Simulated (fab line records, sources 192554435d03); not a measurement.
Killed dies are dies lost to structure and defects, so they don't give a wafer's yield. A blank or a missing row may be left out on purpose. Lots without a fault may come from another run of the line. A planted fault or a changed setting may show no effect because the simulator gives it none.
fab line records | flow n5_finfet | part 1 of 2: steps 1 to 16 of 25
record lots=5 wafers=15 last_day=18
route steps=1938 shown MOL_CONTACT_COAG@576
lots that met no fault: from a run of the same line without faults
start_h: hours from the record's first day to the start of the lot's first wafer shown | wait_h: hours since the lot's step before | " the same as in the row above | L1.1+2: a row that stands for several wafers | - no value, or no start given | * or withheld: withheld | < > ~ a bound
route shown NAME@n: a module of which the file shows steps, and the number in the route of the first | usual: mean/standard deviation of fault-free wafers | same: alike in all rows | chamber/n: place in a boat | sites: the reading at each site | _std_site: their standard deviation | _edge_site: outer sites' mean less inner sites' | radius_mm: how far each site lies from the wafer's centre | mask NAME#n: copy n | behind: the tool/chamber that last shaped the wafer | hold: why the lot was held/for how many hours/how that ended | device: the transistor (n, p or np) that didn't switch | end of line: the same wafers' tests at the end of the route | a step without rows: its recipe alone | killed: dies lost to structure and defects at the first sort, not the wafer's yield | map: a wafer's dies, x killed, . not, _ none there
set.NAME: the setting as run; set.NAME@STEP: as run at that earlier step | model.NAME: the simulator's own value behind a step, which no gauge read
lots at some steps of the route; a table a step, a row a wafer
services: from which hour (start_h, from the record's first day; less than 0 if before it) a tool's chamber was out of use, for how many hours, and why
## steps
# step N5_MOL_CONTACT_COAG_DESCUM_88
# recipe chemistry=O2 time_s=7 source_power_w=50 bias_power_w=20 pressure_mtorr=20 rf_frequency_hz=2.712e+07 temp_c=40 resist=CAR-EUV o2_flow_sccm=225
# usual drypump_motor_current_A=5.7/0.43 oes_product_au=0.82/0.091 rf_vpp_V=243.6/1.4 showerhead_plenum_p_Torr=2.11/0.073 throttle_valve_pct=20.31/0.18
# columns lot.wafer tool chamber start_h wait_h drypump_motor_current_A oes_product_au rf_hours_counter_h rf_vpp_V showerhead_plenum_p_Torr throttle_valve_pct
L081.1 rie_diel-05 3 145.85 0.2 5.2 0.91 23 245.4 2.22 20.24
L081.2 " 0 " " 5.8 0.93 15 242.9 2.04 20.20
L081.5 " 2 " " 6.5 0.70 - 243.4 2.15 20.68
L082.3 rie_diel-05 1 146.20 0.0 5.6 0.86 35 242.4 2.04 20.40
L082.5 " 1 " " 5.6 0.87 - 242.8 2.04 20.43
L082.6 " 0 " " 5.8 0.93 - 243.4 2.04 20.21
L084.1 rie_diel-04 3 153.01 0.1 6.5 0.73 189 244.2 2.17 20.54
L084.2 " 2 " " 5.8 0.70 232 242.5 2.04 20.41
L084.5 " 0 " " 5.2 0.67 - 241.3 2.04 20.11
L086.2 rie_diel-04 3 169.60 0.4 6.5 0.73 198 243.9 2.17 20.58
L086.5 " 3 " " 6.5 0.72 - 243.8 2.17 20.54
L086.6 " 1 " " 5.4 0.90 - 245.1 2.13 20.25
L097.2 rie_diel-02 3 235.05 0.0 5.7 0.87 35 245.8 2.13 20.05
L097.4 " 1 " " 5.2 0.82 75 244.9 2.12 20.28
L097.5 " 1 " " 5.2 0.82 - 244.2 2.12 20.28
# step N5_MOL_CONTACT_COAG_ETCH_89
# recipe chemistry=N2/H2 target=underlayer target_depth_a=130 mask_material=CAR-EUV time_s=10.4 ion_energy_ev=200 pressure_mtorr=30 source_w=840 bias_w=150 n2_flow_sccm=200 h2_flow_sccm=200 ends=cleared
# usual drypump_motor_current_A=5.8/0.43 etch_rf_on_time_s=10.36/0.15 oes_product_au=0.70/0.076 rf_vpp_V=524.5/2.6 showerhead_plenum_p_Torr=2.57/0.088 throttle_valve_pct=17.76/0.2
# columns lot.wafer tool chamber start_h wait_h drypump_motor_current_A etch_rf_on_time_s oes_product_au rf_hours_counter_h rf_vpp_V showerhead_plenum_p_Torr throttle_valve_pct
L081.1 rie_diel-05 3 145.89 0.0 5.2 10.36 0.78 23 529.1 2.72 17.72
L081.2 " 0 " " 5.8 10.31 0.80 15 522.7 2.50 17.76
L081.5 " 2 " " 6.5 10.74 0.60 - 526.4 2.64 18.30
L082.3 rie_diel-05 1 146.24 0.0 5.7 10.12 0.75 35 523.8 2.49 17.87
L082.5 " 1 " " 5.6 10.09 0.75 - 522.4 2.49 17.85
L082.6 " 0 " " 5.8 10.20 0.79 - 522.1 2.50 17.76
L084.1 rie_diel-04 3 153.05 0.0 6.5 10.25 0.63 189 525.4 2.62 17.89
L084.2 " 2 " " 5.8 10.11 0.60 232 522.3 2.50 17.92
L084.5 " 0 " " 5.2 10.46 0.57 - 521.8 2.49 17.56
L086.2 rie_diel-04 3 169.65 0.0 6.5 10.36 0.62 198 526.3 2.62 17.90
L086.5 " 3 " " 6.5 10.29 0.62 - 526.2 2.62 17.89
L086.6 " 1 " " 5.4 10.18 0.76 - 526.8 2.60 17.67
L097.2 rie_diel-02 3 235.09 0.0 5.7 10.28 0.74 35 524.7 2.59 17.52
L097.4 " 1 " " 5.2 10.55 0.71 75 523.9 2.58 17.80
L097.5 " 1 " " 5.2 10.46 0.72 - 526.0 2.58 17.81
# step N5_MOL_CONTACT_COAG_ETCH_90
# recipe chemistry=CF4 target=SiARC target_depth_a=130 mask_material=CAR-EUV time_s=21.7 ion_energy_ev=80 pressure_mtorr=40 source_w=545 bias_w=36 Ar_flow_sccm=100 cf4_flow_sccm=100 ends=cleared
# usual drypump_motor_current_A=5.7/0.43 etch_rf_on_time_s=21.6/0.32 oes_product_au=0.70/0.077 rf_vpp_V=184.3/1.2 showerhead_plenum_p_Torr=2.16/0.069 throttle_valve_pct=15.50/0.21
# columns lot.wafer tool chamber start_h wait_h drypump_motor_current_A etch_rf_on_time_s oes_product_au rf_hours_counter_h rf_vpp_V showerhead_plenum_p_Torr throttle_valve_pct
L081.1 rie_diel-05 3 145.91 0.0 5.2 21.3 0.78 23 186.3 2.29 15.50
L081.2 " 0 " " 5.7 21.5 0.79 15 182.4 2.09 15.31
L081.5 " 2 " " 6.6 22.2 0.59 - 185.8 2.21 16.01
L082.3 rie_diel-05 1 146.26 0.0 5.6 21.2 0.75 35 184.1 2.10 15.53
L082.5 " 1 " " 5.6 21.2 0.76 - 183.4 2.10 15.55
L082.6 " 0 " " 5.7 21.3 0.80 - 184.6 2.09 15.31
L084.1 rie_diel-04 3 153.07 0.0 6.5 21.7 0.62 189 185.3 2.20 15.63
L084.2 " 2 " " 5.8 21.2 0.60 232 183.5 2.11 15.80
L084.5 " 0 " " 5.2 21.9 0.56 - 183.7 2.12 15.54
L086.2 rie_diel-04 3 169.68 0.0 6.5 21.8 0.61 198 184.7 2.20 15.65
L086.5 " 3 " " 6.5 21.7 0.62 - 185.7 2.20 15.64
L086.6 " 1 " " 5.4 21.4 0.76 - 183.0 2.17 15.36
L097.2 rie_diel-02 3 235.11 0.0 5.7 21.8 0.75 35 185.5 2.18 15.21
L097.4 " 1 " " 5.2 21.9 0.71 75 183.8 2.16 15.51
L097.5 " 1 " " 5.2 22.1 0.71 - 183.9 2.16 15.51
# step N5_MOL_CONTACT_COAG_ALD_131
# recipe material=SiO2 target_thk_a=50 temp_c=100 ald_precursor_family=BDEAS ald_co_reactant=O2-plasma pulse_time_s=1 co_reactant_pulse_time_s=1 purge_time_s=2 co_reactant_purge_time_s=2 ald_cycles=35 pressure_torr=2
# usual heater_power_w=72/6.2 precursor_pulse_height_rel=1.000/0.022
# same co_reactant_purge_time_s=2
# columns lot.wafer tool chamber start_h wait_h heater_power_w precursor_pulse_height_rel
L081.1 ald_sin-02 2 146.26 0.3 68 1.001
L081.2 " 0 " " 72 1.008
L081.5 " 0 " " 72 0.997
L082.3 ald_sin-02 3 146.41 0.1 71 1.006
L082.5 " 3 " " 70 0.992
L082.6 " 0 " " 74 1.000
L084.1 ald_sin-04 1 153.15 0.1 73 0.979
L084.2 " 2 " " 72 0.954
L084.5 " 1 " " 75 1.011
L086.2 ald_sin-01 3 169.79 0.1 82 1.003
L086.5 " 2 " " 80 0.992
L086.6 " 3 " " 82 0.979
L097.2 ald_sin-04 2 235.19 0.1 70 1.013
L097.4 " 0 " " 60 0.968
L097.5 " 3 " " 73 0.974
# step N5_MOL_CONTACT_COAG_ETCHBACK_132
# recipe chemistry=CHF3 target=SiO2 target_depth_a=100 time_s=6.7 ion_energy_ev=200 pressure_mtorr=30 source_w=610 bias_w=170 Ar_flow_sccm=200 CHF3_flow_sccm=50
# usual drypump_motor_current_A=5.7/0.43 oes_product_au=0.82/0.085 rf_vpp_V=527/11 showerhead_plenum_p_Torr=2.40/0.078 throttle_valve_pct=18.58/0.2
# columns lot.wafer tool chamber start_h wait_h drypump_motor_current_A oes_product_au rf_hours_counter_h rf_vpp_V showerhead_plenum_p_Torr throttle_valve_pct
L081.1 rie_diel-05 0 146.44 0.1 5.8 0.92 15 519 2.32 18.49
L081.2 " 3 " " 5.2 0.91 23 525 2.53 18.57
L081.5 " 0 " " 5.8 0.94 - 520 2.32 18.50
L082.3 rie_diel-05 2 146.76 0.3 6.5 0.69 230 517 2.46 19.08
L082.5 " 2 " " 6.5 0.68 - 516 2.46 19.08
L082.6 " 1 " " 5.6 0.88 - 524 2.32 18.64
L084.1 rie_diel-02 1 153.35 0.1 5.3 0.87 45 524 2.41 18.53
L084.2 " 2 " " 6.2 0.81 70 508 2.49 18.43
L084.5 " 1 " " 5.3 0.86 - 526 2.41 18.53
L086.2 rie_diel-02 1 169.99 0.1 5.3 0.86 51 522 2.41 18.53
L086.5 " 1 " " 5.2 0.86 - 523 2.41 18.54
L086.6 " 0 " " 5.8 0.73 - 542 2.27 18.69
L097.2 rie_diel-02 2 235.37 0.1 6.2 0.79 98 506 2.48 18.48
L097.4 " 1 " " 5.3 0.83 75 525 2.40 18.57
L097.5 " 1 " " 5.2 0.83 - 523 2.40 18.57
# step N5_MOL_CONTACT_COAG_ETCH_91
# recipe chemistry=N2/H2 target=SOC target_depth_a=600 overetch_a=210 mask_material=SiARC temp_c=40 time_s=101.2 ion_energy_ev=200 pressure_mtorr=30 source_w=840 bias_w=150 n2_flow_sccm=200 h2_flow_sccm=200
# usual drypump_motor_current_A=5.8/0.43 oes_product_au=0.68/0.068 rf_vpp_V=524.6/2.6 showerhead_plenum_p_Torr=2.57/0.091 throttle_valve_pct=17.71/0.23
# columns lot.wafer tool chamber start_h wait_h drypump_motor_current_A oes_product_au rf_hours_counter_h rf_vpp_V showerhead_plenum_p_Torr throttle_valve_pct
L081.1 rie_diel-05 0 146.47 0.0 5.8 0.77 15 522.9 2.50 17.71
L081.2 " 3 " " 5.2 0.76 23 528.0 2.72 17.69
L081.5 " 0 " " 5.8 0.78 - 521.7 2.50 17.73
L082.3 rie_diel-05 2 146.80 0.0 6.6 0.59 230 526.5 2.64 18.26
L082.5 " 2 " " 6.6 0.59 - 525.6 2.64 18.27
L082.6 " 1 " " 5.6 0.73 - 522.7 2.49 17.80
L084.1 rie_diel-02 1 153.38 0.0 5.2 0.73 45 524.2 2.60 17.71
L084.2 " 2 " " 6.2 0.69 70 528.2 2.67 17.49
L084.5 " 1 " " 5.3 0.73 - 525.9 2.60 17.71
L086.2 rie_diel-02 1 170.02 0.0 5.2 0.72 52 525.8 2.59 17.72
L086.5 " 1 " " 5.2 0.73 - 525.0 2.59 17.72
L086.6 " 0 " " 5.8 0.62 - 521.2 2.42 17.77
L097.2 rie_diel-02 2 235.40 0.0 6.2 0.66 98 529.7 2.66 17.53
L097.4 " 1 " " 5.3 0.71 75 525.7 2.58 17.78
L097.5 " 1 " " 5.2 0.70 - 526.1 2.58 17.75
# step N5_MOL_CONTACT_COAG_STRIP_92
# recipe chemistry=N2/H2 temp_c=40 n2_flow_sccm=200 h2_flow_sccm=200 rf_frequency_hz=6e+07
# columns lot.wafer tool chamber start_h wait_h
L081.1+2+5 rie_diel-05 0,3,0 146.54 0.0
L082.3+5+6 rie_diel-05 2,2,1 146.87 0.0
L084.1+2+5 rie_diel-02 1,2,1 153.45 0.0
L086.2+5+6 rie_diel-02 1,1,0 170.09 0.0
L097.2+4+5 rie_diel-02 2,1,1 235.47 0.0
# step N5_MOL_CONTACT_COAG_STRIP_93
# recipe chemistry=N2/H2 temp_c=40 n2_flow_sccm=200 h2_flow_sccm=200 rf_frequency_hz=6e+07
# columns lot.wafer tool chamber start_h wait_h
L081.1+2+5 rie_diel-05 0,3,0 146.55 0.0
L082.3+5+6 rie_diel-05 2,2,1 146.88 0.0
L084.1+2+5 rie_diel-02 1,2,1 153.46 0.0
L086.2+5+6 rie_diel-02 1,1,0 170.10 0.0
L097.2+4+5 rie_diel-02 2,1,1 235.48 0.0
# step N5_MOL_CONTACT_COAG_ETCHBACK_135
# recipe chemistry=CHF3 target=SiO2 target_depth_a=250 time_s=16.7 ion_energy_ev=200 pressure_mtorr=30 source_w=610 bias_w=170 Ar_flow_sccm=200 CHF3_flow_sccm=50
# usual drypump_motor_current_A=5.7/0.43 oes_product_au=0.82/0.085 rf_vpp_V=527/11 showerhead_plenum_p_Torr=2.40/0.078 throttle_valve_pct=18.58/0.2
# columns lot.wafer tool chamber start_h wait_h drypump_motor_current_A oes_product_au rf_hours_counter_h rf_vpp_V showerhead_plenum_p_Torr throttle_valve_pct
L081.1 rie_diel-05 0 146.56 0.0 5.8 0.93 15 519 2.32 18.49
L081.2 " 3 " " 5.2 0.91 23 527 2.53 18.59
L081.5 " 0 " " 5.8 0.93 - 519 2.32 18.47
L082.3 rie_diel-05 2 146.89 0.0 6.5 0.69 230 516 2.46 19.10
L082.5 " 2 " " 6.5 0.70 - 516 2.46 19.08
L082.6 " 1 " " 5.6 0.87 - 524 2.32 18.66
L084.1 rie_diel-02 1 153.47 0.0 5.3 0.87 46 524 2.41 18.51
L084.2 " 2 " " 6.2 0.82 70 509 2.49 18.42
L084.5 " 1 " " 5.2 0.88 - 523 2.41 18.51
L086.2 rie_diel-02 1 170.11 0.0 5.2 0.87 52 524 2.41 18.53
L086.5 " 1 " " 5.2 0.86 - 523 2.41 18.52
L086.6 " 0 " " 5.8 0.73 - 542 2.27 18.69
L097.2 rie_diel-02 2 235.49 0.0 6.2 0.78 98 509 2.48 18.46
L097.4 " 1 " " 5.2 0.82 75 522 2.40 18.57
L097.5 " 1 " " 5.3 0.83 - 523 2.40 18.58
# step N5_MOL_CONTACT_COAG_STRIP_118
# recipe chemistry=CHF3 resist=SiARC rf_frequency_hz=6e+07
# columns lot.wafer tool chamber start_h wait_h
L081.1+2+5 rie_diel-05 0,3,0 146.59 0.0
L082.3+5+6 rie_diel-05 2,2,1 146.91 0.0
L084.1+2+5 rie_diel-02 1,2,1 153.50 0.0
L086.2+5+6 rie_diel-02 1,1,0 170.14 0.0
L097.2+4+5 rie_diel-02 2,1,1 235.51 0.0
# step N5_MOL_CONTACT_COAG_VIA_ETCH_46
# recipe chemistry=C4F6/O2 target_depth_a=460 overetch_a=92 mask_material=SOC target=SiO2 bias_w=455 pressure_mtorr=10 time_s=40 source_w=325 Ar_flow_sccm=300 C4F6_flow_sccm=10 O2_flow_sccm=10 ion_energy_ev=575.3 ends=end_point
# usual drypump_motor_current_A=5.8/0.43 oes_product_au=0.73/0.073 rf_vpp_V=1595/31 showerhead_plenum_p_Torr=2.86/0.093 throttle_valve_pct=40.66/0.28
# columns lot.wafer tool chamber start_h wait_h drypump_motor_current_A oes_product_au rf_hours_counter_h rf_vpp_V showerhead_plenum_p_Torr throttle_valve_pct
L081.1 rie_diel-05 0 146.60 0.0 5.7 0.80 15 1571 2.77 40.75
L081.2 " 3 " " 5.2 0.81 23 1597 3.02 40.92
L081.5 " 0 " " 5.8 0.83 - 1572 2.77 40.78
L082.3 rie_diel-05 2 146.92 0.0 6.5 0.63 230 1565 2.93 40.99
L082.5 " 2 " " 6.6 0.63 - 1564 2.93 41.00
L082.6 " 1 " " 5.6 0.79 - 1583 2.77 41.01
L084.1 rie_diel-02 1 153.51 0.0 5.3 0.77 46 1584 2.87 40.21
L084.2 " 2 " " 6.2 0.73 70 1543 2.97 40.39
L084.5 " 1 " " 5.2 0.78 - 1584 2.87 40.20
L086.2 rie_diel-02 1 170.15 0.0 5.3 0.77 52 1585 2.87 40.22
L086.5 " 1 " " 5.3 0.78 - 1586 2.87 40.23
L086.6 " 0 " " 5.8 0.67 - 1634 2.71 40.62
L097.2 rie_diel-02 2 235.52 0.0 6.2 0.71 98 1543 2.95 40.39
L097.4 " 1 " " 5.2 0.74 75 1583 2.86 40.21
L097.5 " 1 " " 5.2 0.75 - 1584 2.86 40.25
# step N5_MOL_CONTACT_COAG_STRIP_96
# recipe chemistry=N2/H2 power_w=500 temp_c=40 pressure_mtorr=50 rf_frequency_hz=6e+07 overash_fraction=0.3 bias_power_w=28 h2_frac=0.5 n2_flow_sccm=300 h2_flow_sccm=300
# usual drypump_motor_current_A=5.8/0.42 oes_product_au=0.82/0.085 rf_vpp_V=122.0/1.2 showerhead_plenum_p_Torr=3.39/0.12 throttle_valve_pct=18.80/0.29
# columns lot.wafer tool chamber start_h wait_h drypump_motor_current_A oes_product_au rf_hours_counter_h rf_vpp_V showerhead_plenum_p_Torr throttle_valve_pct
L081.1 rie_diel-05 0 146.66 0.0 5.8 0.93 15 121.5 3.30 18.96
L081.2 " 3 " " 5.2 0.90 23 123.7 3.58 18.68
L081.5 " 0 " " 5.8 0.93 - 120.0 3.30 18.97
L082.3 rie_diel-05 2 146.99 0.0 6.6 0.70 230 121.0 3.48 19.39
L082.5 " 2 " " 6.6 0.70 - 121.9 3.48 19.40
L082.6 " 1 " " 5.6 0.86 - 120.1 3.29 18.97
L084.1 rie_diel-02 1 153.57 0.0 5.2 0.86 46 122.5 3.43 18.81
L084.2 " 2 " " 6.2 0.83 70 121.9 3.52 18.47
L084.5 " 1 " " 5.2 0.86 - 121.0 3.43 18.82
L086.2 rie_diel-02 1 170.21 0.0 5.3 0.86 52 121.0 3.42 18.84
L086.5 " 1 " " 5.3 0.85 - 122.6 3.42 18.83
L086.6 " 0 " " 5.8 0.72 - 121.4 3.20 18.92
L097.2 rie_diel-02 2 235.59 0.0 6.1 0.80 98 122.7 3.50 18.51
L097.4 " 1 " " 5.2 0.83 75 121.6 3.41 18.85
L097.5 " 1 " " 5.3 0.83 - 122.8 3.41 18.84
# step N5_MOL_CONTACT_COAG_ETCH_47
# recipe chemistry=CH3F/O2 target=SiNx target_depth_a=270 mask_material=SiO2 stop_on=W over_etch_frac=0.2 ion_energy_ev=120 endpoint=OES-CN pressure_mtorr=30 source_w=395 bias_w=73 Ar_flow_sccm=150 CH3F_flow_sccm=30 O2_flow_sccm=20 ends=end_point
# usual drypump_motor_current_A=5.7/0.42 etch_rf_on_time_s=31.2/0.55 oes_product_au=0.73/0.076 rf_vpp_V=299/6.2 showerhead_plenum_p_Torr=2.01/0.068 throttle_valve_pct=16.21/0.21
# columns lot.wafer tool chamber start_h wait_h drypump_motor_current_A etch_rf_on_time_s oes_product_au rf_hours_counter_h rf_vpp_V showerhead_plenum_p_Torr throttle_valve_pct
L081.1 rie_diel-05 0 146.70 0.0 5.8 31.2 0.83 15 294 1.95 16.09
L081.2 " 3 " " 5.2 30.6 0.82 23 300 2.13 16.18
L081.5 " 0 " " 5.8 30.9 0.83 - 294 1.95 16.11
L082.3 rie_diel-05 2 147.03 0.0 6.5 32.1 0.61 230 294 2.07 16.72
L082.5 " 2 " " 6.6 32.2 0.62 - 292 2.07 16.73
L082.6 " 1 " " 5.6 31.2 0.78 - 297 1.95 16.27
L084.1 rie_diel-02 1 153.61 0.0 5.3 30.9 0.79 46 297 2.03 16.17
L084.2 " 2 " " 6.2 31.5 0.73 70 288 2.09 16.02
L084.5 " 1 " " 5.3 31.4 0.77 - 297 2.03 16.14
L086.2 rie_diel-02 1 170.25 0.0 5.2 31.2 0.77 52 297 2.03 16.17
L086.5 " 1 " " 5.2 31.1 0.78 - 297 2.03 16.17
L086.6 " 0 " " 5.8 31.5 0.65 - 307 1.90 16.34
L097.2 rie_diel-02 2 235.63 0.0 6.2 32.0 0.70 98 290 2.09 16.09
L097.4 " 1 " " 5.2 31.7 0.74 75 297 2.02 16.21
L097.5 " 1 " " 5.2 31.9 0.74 - 297 2.02 16.20
# step N5_MOL_CONTACT_COAG_STRIP_119
# recipe chemistry=N2/H2 time_s=30 power_w=1000 temp_c=250 pressure_mtorr=withheld n2_flow_sccm=1750 h2_flow_sccm=3250
# usual drypump_motor_current_A=5.8/0.58 heater_power_w=354/44
# columns lot.wafer tool chamber start_h wait_h drypump_motor_current_A heater_power_w rf_hours_counter_h
L081.1 plasma_asher-01 1 146.78 0.1 4.9 303 111
L081.2 " 0 " " 6.2 337 111
L081.5 " 0 " " 6.2 350 -
L082.3 plasma_asher-02 1 147.13 0.1 6.3 411 -
L082.5 " 0 " " 5.7 390 -
L082.6 " 1 " " 6.3 419 -
L084.1 plasma_asher-01 1 153.70 0.1 5.0 308 112
L084.2 " 0 " " 6.2 329 112
L084.5 " 0 " " 6.2 337 -
L086.2 plasma_asher-02 1 170.57 0.3 6.4 420 51
L086.5 " 1 " " 6.4 429 -
L086.6 " 0 " " 5.7 382 -
L097.2 plasma_asher-02 0 235.72 0.1 5.7 381 65
L097.4 " 0 " " 5.7 386 -
L097.5 " 0 " " 5.7 402 -
# step N5_MOL_CONTACT_COAG_PRECLEAN_144
# recipe chemistry=alkaline_clean temp_c=60 time_s=60 do_ppb=50
# columns lot.wafer tool chamber start_h wait_h
L081.1+2+5 wet_bench-04 4,2,1 146.88 0.1
L082.3+5+6 wet_bench-01 4,5,6 147.20 0.0
L084.1+2+5 wet_bench-04 5,6,4 153.79 0.1
L086.2+5+6 wet_bench-05 6,3,4 170.67 0.1
L097.2+4+5 wet_bench-01 0,4,2 235.81 0.1
# step N5_MOL_CONTACT_COAG_SRD_145
# recipe dry=ipa_marangoni time_s=30 temp_c=23 rinse_liquid=diw
# columns lot.wafer tool chamber start_h wait_h
L081.1+2+5 wet_bench-04 4,2,1 146.90 0.0
L082.3+5+6 wet_bench-01 4,5,6 147.21 0.0
L084.1+2+5 wet_bench-04 5,6,4 153.80 0.0
L086.2+5+6 wet_bench-05 6,3,4 170.69 0.0
L097.2+4+5 wet_bench-01 0,4,2 235.83 0.0
